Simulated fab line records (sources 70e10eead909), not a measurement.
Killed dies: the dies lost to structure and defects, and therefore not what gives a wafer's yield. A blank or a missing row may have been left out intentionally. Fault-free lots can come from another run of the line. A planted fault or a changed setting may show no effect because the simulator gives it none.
Check for tools in common	flow nand harc	Sample size 10 lots and 36 wafers

## REASON IT WAS OPENED
Flagged at NHARC_A_CHANNEL_HOLE_D1_INSPECT_40: reading raw defect count, on 2 of 10 lots. Fault-free wafers read 72, with a standard deviation of 26.
Rule: a lot is flagged when every wafer of it that has a number lies more than 4 standard deviations from that mean, or none has a number. As for the other lots, they are considered sound.

lot	measured	on	raw defect count, wafer by wafer	flag
L391	day 9 07:48	defect inspect-01	46 36 34	
L394	day 10 16:20	defect inspect-01	39 52 37	
L395	day 10 22:00	defect inspect-01	113 118 85	
L398	day 12 00:13	defect inspect-01	43 43 38	
L399	day 12 13:53	defect inspect-01	102 106 83	
L405	day 14 18:28	defect inspect-02	818 850 857 810 844 867	FLAGGED
L407	day 16 00:05	defect inspect-02	860 848 892 856 835 903	FLAGGED
L410	day 17 15:46	defect inspect-02	33 31 54	
L413	day 18 00:32	defect inspect-01	33 37 36	
L412	day 18 02:28	defect inspect-01	63 59 68	
The numbers of the flagged lots are 853 on average: +781 against the usual, or +30 standard deviations.

## EACH LOT AND THE TOOL IT RAN ON
The record holds 4 process steps before the reading, out of a route of 1302 steps. Each cell gives the tool, then ch followed by the chambers the sampled wafers passed through, then the start.
lot	flag	NHARC_A_CHANNEL_HOLE_D1_DESCUM_15	NHARC_A_CHANNEL_HOLE_D1_ETCH_24	NHARC_A_CHANNEL_HOLE_D1_ETCH_44	NHARC_A_CHANNEL_HOLE_D1_STRIP_27
L391		rie diel-09 ch 0,1,2, day 9 00:50	har etch-01 ch 0,1, day 9 04:12	rie diel-09 ch 0,1,3, day 9 06:50	rie diel-09 ch 1,2,3, day 9 07:48 or earlier
L394		rie diel-10 ch 0,1,2, day 10 09:23	har etch-01 ch 0,1, day 10 12:46	rie diel-09 ch 1,2, day 10 15:22	rie diel-09 ch 0,1,2, day 10 16:20 or earlier
L395		rie diel-09 ch 1,2,3, day 10 10:49	har etch-02 ch 0, day 10 16:39	rie diel-09 ch 0,3, day 10 21:01	rie diel-09 ch 1,2,3, day 10 22:00 or earlier
L398		rie diel-07 ch 0,2,3, day 11 17:19	har etch-01 ch 0,1, day 11 20:39	rie diel-09 ch 0,1,2, day 11 23:14	rie diel-09 ch 0,2,3, day 12 00:13 or earlier
L399		rie diel-09 ch 2,3, day 12 07:00	har etch-02 ch 0,1, day 12 10:26	rie diel-09 ch 2,3, day 12 12:54	rie diel-09 ch 1,2,3, day 12 13:53 or earlier
L405	FLAGGED	rie diel-07 ch 0,1,3, day 14 11:16	har etch-01 ch 0,1, day 14 14:44	rie diel-10 ch 1,2,3, day 14 17:29	rie diel-10 ch 0,1,3, day 14 18:28 or earlier
L407	FLAGGED	rie diel-09 ch 1,2, day 15 16:19	har etch-01 ch 0,1, day 15 20:38	rie diel-09 ch 0,1,3, day 15 23:07	rie diel-09 ch 0,1,3, day 16 00:05 or earlier
L410		rie diel-09 ch 2,3, day 17 03:04	har etch-02 ch 0,1, day 17 12:14	rie diel-09 ch 1,2,3, day 17 14:47	rie diel-09 ch 0,3, day 17 15:46 or earlier
L413		rie diel-09 ch 0,1, day 17 17:39	har etch-02 ch 0, day 17 21:05	rie diel-09 ch 0,1,3, day 17 23:34	rie diel-09 ch 0,1,3, day 18 00:32 or earlier
L412		rie diel-07 ch 0,2,3, day 17 18:28	har etch-01 ch 1, day 17 22:54	rie diel-09 ch 0,1,3, day 18 01:29	rie diel-09 ch 0,2, day 18 02:28 or earlier
What these steps do:
- NHARC_A_CHANNEL_HOLE_D1_DESCUM_15: chemistry O2, time 3 s.
- NHARC_A_CHANNEL_HOLE_D1_ETCH_24: etches the open film in C4F8/O2/Ar, time 906.2 s, target depth 1500 nm.
- NHARC_A_CHANNEL_HOLE_D1_ETCH_44: etches the open film in CF4/O2, target depth 140 nm, overetch 14 nm, time 77 s.
- NHARC_A_CHANNEL_HOLE_D1_STRIP_27: strips in O2.
- NHARC_A_CHANNEL_HOLE_D1_INSPECT_40

## FLAGGED AGAINST TOTAL, ONE TOOL AT A TIME (gauges that did the reading follow at the end)
step	tool	lots run	flagged	share of the flagged lots	sound lots run after its first flagged lot
NHARC_A_CHANNEL_HOLE_D1_DESCUM_15	rie diel-07	3	1	some	1 (L412)
NHARC_A_CHANNEL_HOLE_D1_DESCUM_15	rie diel-09	6	1	some	2 (L410,L413)
NHARC_A_CHANNEL_HOLE_D1_DESCUM_15	rie diel-10	1	0	none	-
NHARC_A_CHANNEL_HOLE_D1_ETCH_24	har etch-01	6	2	all	1 (L412)
NHARC_A_CHANNEL_HOLE_D1_ETCH_24	har etch-02	4	0	none	-
NHARC_A_CHANNEL_HOLE_D1_ETCH_44	rie diel-09	9	1	some	3 (L410,L413,L412)
NHARC_A_CHANNEL_HOLE_D1_ETCH_44	rie diel-10	1	1	some	0
NHARC_A_CHANNEL_HOLE_D1_STRIP_27	rie diel-09	9	1	some	3 (L410,L413,L412)
NHARC_A_CHANNEL_HOLE_D1_STRIP_27	rie diel-10	1	1	some	0
NHARC_A_CHANNEL_HOLE_D1_INSPECT_40	defect inspect-01	7	0	none	-
NHARC_A_CHANNEL_HOLE_D1_INSPECT_40	defect inspect-02	3	2	all	1 (L410)
NHARC_A_CHANNEL_HOLE_D1_STRIP_27 gives no start for some lots, so the hours and the order of its lots are those of NHARC_A_CHANNEL_HOLE_D1_INSPECT_40.

## THE TABLE: WHAT IT ALLOWS
2 rows of the table ran every flagged lot: har etch-01 at NHARC_A_CHANNEL_HOLE_D1_ETCH_24, defect inspect-02 at NHARC_A_CHANNEL_HOLE_D1_INSPECT_40.
- har etch-01 at NHARC_A_CHANNEL_HOLE_D1_ETCH_24 ran 6 lots, 2 of them flagged. Sound lots ran on it after the first flagged one (L412), which a lasting fault on the whole tool wouldn't allow.
- defect inspect-02 at NHARC_A_CHANNEL_HOLE_D1_INSPECT_40 ran 3 lots, 2 of them flagged. Sound lots ran on it after the first flagged one (L410), which a lasting fault on the whole tool wouldn't allow.
Not one row of the table ran every flagged lot while running no sound lot after the first.

## WHAT THE SIMULATOR HAD PUT IN
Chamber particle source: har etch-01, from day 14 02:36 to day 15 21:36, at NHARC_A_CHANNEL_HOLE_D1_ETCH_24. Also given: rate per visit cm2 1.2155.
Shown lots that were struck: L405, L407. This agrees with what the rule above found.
